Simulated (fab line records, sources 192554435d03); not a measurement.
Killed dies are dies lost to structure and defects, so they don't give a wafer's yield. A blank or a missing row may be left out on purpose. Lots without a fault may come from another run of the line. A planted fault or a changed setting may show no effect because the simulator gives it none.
Chamber matching | flow n5_finfet | N5_MOL_CONTACT_COAG_STRIP_96 on rie_diel-02: 4 sister chambers
The step strips in N2/H2. 8 wafers are shown with their chamber, then 7 later ones without.

WAFERS WITH THEIR CHAMBER
wafer  | chamber | drypump_motor_current_A (A) | throttle_valve_pct (%)
L075.1 | 0       | 5.1                         | 19.4
L090.1 | 0       | 5.0                         | 19.4
L090.6 | 2       | 5.3                         | 19.2
L092.1 | 3       | 6.4                         | 19.0
L092.3 | 1       | 5.9                         | 18.4
L092.4 | 2       | 5.3                         | 19.2
L094.2 | 3       | 6.4                         | 19.1
L094.4 | 1       | 5.9                         | 18.5

WAFERS WITHOUT THEIR CHAMBER
wafer  | drypump_motor_current_A (A) | throttle_valve_pct (%)
L094.6 | 6.4                         | 19.1
L095.3 | 6.4                         | 19.1
L095.4 | 5.3                         | 19.2
L095.6 | 5.3                         | 19.2
L097.4 | 5.1                         | 19.4
L097.5 | 5.3                         | 19.2
L097.6 | 6.4                         | 19.0

WHICH CHAMBER EACH WENT THROUGH
wafer  | from the rows above | in truth
L094.6 | 3                   | 3
L095.3 | 3                   | 3
L095.4 | 2                   | 2
L095.6 | 2                   | 2
L097.4 | 0                   | 0
L097.5 | 2                   | 2
L097.6 | 3                   | 3
Placed correctly: 7 of 7. Can't be placed from these rows: 0. Placed wrongly: 0.
How it was worked out, from the rows above alone: a wafer's distance from a chamber is the root of the sum, over the readings, of the square of ((its reading less the chamber's mean) divided by the reading's scatter). The wafer belongs to the nearest chamber; if the next one is less than 2 further off, it can't be placed. A chamber's mean is the mean of its shown wafers. The scatter: the root of (the sum of the squares of (reading less its chamber's mean) over the shown wafers, divided by (wafers less chambers)).
